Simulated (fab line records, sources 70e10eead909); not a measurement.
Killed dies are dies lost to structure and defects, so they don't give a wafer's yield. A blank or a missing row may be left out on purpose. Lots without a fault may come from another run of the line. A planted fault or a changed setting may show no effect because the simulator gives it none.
Which tool did it? | flow nand_harc | 13 lots, 37 wafers sampled, at 6 steps of a route of 1302

WHAT THE GAUGES READ, wafer by wafer
NHARC_A_SGD_CUT_THK_MEAS_22: measures by ellipsometry.
lot  | measured     | on            | thk_nm (nm)
L858 | day 19 03:00 | film_metro-01 | 149.8 147.6 147.6
L859 | day 20 00:06 | film_metro-02 | 148.9 146.2 147.3
L861 | day 21 02:43 | film_metro-01 | 148.2 149.9 149.3
L864 | day 21 16:31 | film_metro-02 | 150.3 147.0 145.2
L863 | day 22 05:14 | film_metro-01 | 147.7 147.9 146.9
L869 | day 24 01:49 | film_metro-02 | 148.4 132.4 133.9
L868 | day 24 01:49 | film_metro-01 | 147.7 132.5
L870 | day 24 11:59 | film_metro-02 | 135.5 130.3
L874 | day 25 20:15 | film_metro-01 | 151.3 149.7 148.6
L876 | day 27 06:40 | film_metro-01 | 148.9 148.3 148.8
L877 | day 27 06:40 | film_metro-02 | 147.6 148.4 149.3
L879 | day 28 02:11 | film_metro-02 | 148.8 148.3 147.5
L881 | day 29 06:53 | film_metro-02 | 148.8 147.8 149.5

NHARC_END_SORT_01.
lot  | measured     | on        | killed_at_array | killed_at_other | killed_at_periphery | killed_dies | killed_open | killed_short
L870 | day 29 14:12 | prober-02 | 43              | 0               | 8                   | 51          | 2           | 5

WHICH TOOL RAN EACH LOT (tool, then ch and the chambers of the sampled wafers, then the start)
lot  | NHARC_A_STAIRCASE_DEP_471       | NHARC_A_SGD_CUT_DEP_00          | NHARC_A_SGD_CUT_DESCUM_14          | NHARC_A_SGD_CUT_DEP_20
L858 | pecvd-01 ch 0,1,2, day 18 19:23 | pecvd-01 ch 0,1,2, day 18 20:03 | rie_diel-10 ch 0,3, day 18 20:50   | fcvd-02 ch 0,1, day 18 21:59
L859 | pecvd-01 ch 0,1, day 19 16:15   | pecvd-01 ch 1,2, day 19 16:56   | rie_diel-10 ch 1,2, day 19 17:41   | fcvd-01 ch 0,1, day 19 18:48
L861 | pecvd-03 ch 1,2, day 20 19:40   | pecvd-04 ch 0,1,2, day 20 20:26 | rie_diel-05 ch 0,1,2, day 20 21:20 | fcvd-02 ch 0, day 20 22:28
L864 | pecvd-03 ch 1,2, day 21 05:06   | pecvd-02 ch 1,2, day 21 05:52   | rie_diel-05 ch 0,1, day 21 06:40   | fcvd-02 ch 0,1, day 21 07:49
L863 | pecvd-03 ch 1,2, day 21 19:44   | pecvd-04 ch 0,1,2, day 21 20:29 | rie_diel-05 ch 0,2, day 21 21:22   | fcvd-01 ch 0,1, day 21 22:31
L869 | pecvd-01 ch 1,2, day 23 17:11   | pecvd-01 ch 0,1, day 23 17:54   | rie_diel-05 ch 2,3, day 23 18:45   | fcvd-02 ch 0,1, day 23 19:52
L868 | pecvd-04 ch 1, day 23 17:17     | pecvd-02 ch 1,2, day 23 17:58   | rie_diel-10 ch 0,3, day 23 18:55   | fcvd-02 ch 0,1, day 23 20:02
L870 | pecvd-01 ch 1,2, day 24 04:28   | pecvd-01 ch 0,1, day 24 05:11   | rie_diel-10 ch 2,3, day 24 06:01   | fcvd-02 ch 0,1, day 24 07:11
L874 | pecvd-04 ch 1,2, day 25 12:32   | pecvd-01 ch 1,2, day 25 13:13   | rie_diel-10 ch 1,2,3, day 25 14:08 | fcvd-01 ch 0,1, day 25 15:16
L876 | pecvd-03 ch 0,1,2, day 26 23:03 | pecvd-01 ch 0,1, day 26 23:44   | rie_diel-05 ch 1,2,3, day 27 00:40 | fcvd-01 ch 0,1, day 27 01:47
L877 | pecvd-04 ch 1, day 26 23:20     | pecvd-04 ch 0,1, day 27 00:09   | rie_diel-13 ch 1,2, day 27 01:06   | fcvd-02 ch 0,1, day 27 02:38
L879 | pecvd-01 ch 0,1, day 27 18:26   | pecvd-02 ch 0,2, day 27 19:07   | rie_diel-10 ch 0,1,3, day 27 20:03 | fcvd-02 ch 0,1, day 27 21:11
L881 | pecvd-04 ch 0,1,2, day 28 23:35 | pecvd-04 ch 0,1,2, day 29 00:14 | rie_diel-10 ch 0,1, day 29 01:10   | fcvd-01 ch 0,1, day 29 02:19
- NHARC_A_STAIRCASE_DEP_471: deposits SiO2, target thk 100 nm.
- NHARC_A_SGD_CUT_DEP_00: deposits SiNx, target thk 50 nm.
- NHARC_A_SGD_CUT_DESCUM_14: chemistry O2, time 3 s.
- NHARC_A_SGD_CUT_DEP_20: deposits SiO2, target thk 150 nm.

WHAT THE TOOLS THEMSELVES READ (means of the sampled wafers that have a number; where no wafer has one, the mark that the record gives instead)
NHARC_A_STAIRCASE_DEP_471.
lot  | tool     | heater_power_w (W) | throttle_valve_pct (%)
L858 | pecvd-01 | 651                | 16.2
L859 | pecvd-01 | 732                | 16.3
L861 | pecvd-03 | 534                | 16.3
L864 | pecvd-03 | 591                | 16.1
L863 | pecvd-03 | 534                | 15.8
L869 | pecvd-01 | 703                | 15.8
L868 | pecvd-04 | 357                | 16.4
L870 | pecvd-01 | 674                | 16.0
L874 | pecvd-04 | 528                | 16.3
L876 | pecvd-03 | 570                | 16.0
L877 | pecvd-04 | 387                | 16.6
L879 | pecvd-01 | 645                | 16.4
L881 | pecvd-04 | 578                | 16.0

NHARC_A_SGD_CUT_DEP_00.
lot  | tool     | heater_power_w (W)
L858 | pecvd-01 | 753
L859 | pecvd-01 | 870
L861 | pecvd-04 | 745
L864 | pecvd-02 | 786
L863 | pecvd-04 | 757
L869 | pecvd-01 | 657
L868 | pecvd-02 | 805
L870 | pecvd-01 | 759
L874 | pecvd-01 | 804
L876 | pecvd-01 | 620
L877 | pecvd-04 | 705
L879 | pecvd-02 | 719
L881 | pecvd-04 | 706

NHARC_A_SGD_CUT_DESCUM_14.
lot  | tool        | drypump_motor_current_A (A) | oes_product_au (a.u.) | rf_vpp_V (V) | showerhead_plenum_p_Torr (Torr) | throttle_valve_pct (%)
L858 | rie_diel-10 | 5.4                         | 1.007                 | 57.3         | 1.85                            | 11.313
L859 | rie_diel-10 | 5.5                         | 0.997                 | 57.5         | 1.85                            | 11.312
L861 | rie_diel-05 | 5.7                         | 1.004                 | 57.6         | 1.88                            | 11.315
L864 | rie_diel-05 | 5.5                         | 0.999                 | 58.1         | 1.93                            | 11.309
L863 | rie_diel-05 | 6.0                         | 1.008                 | 58.1         | 1.88                            | 11.317
L869 | rie_diel-05 | 5.8                         | 1.005                 | 56.9         | 1.91                            | 11.313
L868 | rie_diel-10 | 5.6                         | 1.006                 | 57.4         | 1.85                            | 11.315
L870 | rie_diel-10 | 5.3                         | 1.011                 | 57.0         | 1.85                            | 11.314
L874 | rie_diel-10 | 5.4                         | 0.992                 | 58.1         | 1.83                            | 11.310
L876 | rie_diel-05 | 5.8                         | 1.007                 | 57.5         | 1.86                            | 11.304
L877 | rie_diel-13 | 5.0                         | 0.990                 | 57.8         | 2.01                            | 11.316
L879 | rie_diel-10 | 5.6                         | 1.005                 | 58.3         | 1.83                            | 11.310
L881 | rie_diel-10 | 5.8                         | 1.012                 | 57.1         | 1.85                            | 11.305

THE ANSWER, worked out from the rows above alone
Rule: what is usual is taken from the lots themselves. Put in order of their means at a reading, lots are off if they are a third of the lots or fewer, leave a main group of 4 or more, and stand apart from it by a gap of 3 or more times the standard deviation of the main group's means; of several such gaps the widest counts. A main group whose means are all the same, to the digits that the tables above print for the reading, isn't used. A lot without any number at a reading at which 4 lots or more have one is off too. The other lots that the step has rows for count as sound. The gauges are gone through in route order, then the tools' own readings, and for those a lot's mean is taken as printed above. The first step at which some lot is off is used, and at that step the reading that is off furthest; a lot without a number counts as furthest.
Off: L869, L868, L870, at NHARC_A_SGD_CUT_THK_MEAS_22 (thk_nm). The main group: mean 148.4 nm, standard deviation 0.73.
A tool fits if, at a process step before that reading, it ran every lot that is off, and no sound lot after the first of them. The gauges at NHARC_A_SGD_CUT_THK_MEAS_22 are tried like those tools. None of those tried fits.

WHAT THE SIMULATOR HAD PUT IN
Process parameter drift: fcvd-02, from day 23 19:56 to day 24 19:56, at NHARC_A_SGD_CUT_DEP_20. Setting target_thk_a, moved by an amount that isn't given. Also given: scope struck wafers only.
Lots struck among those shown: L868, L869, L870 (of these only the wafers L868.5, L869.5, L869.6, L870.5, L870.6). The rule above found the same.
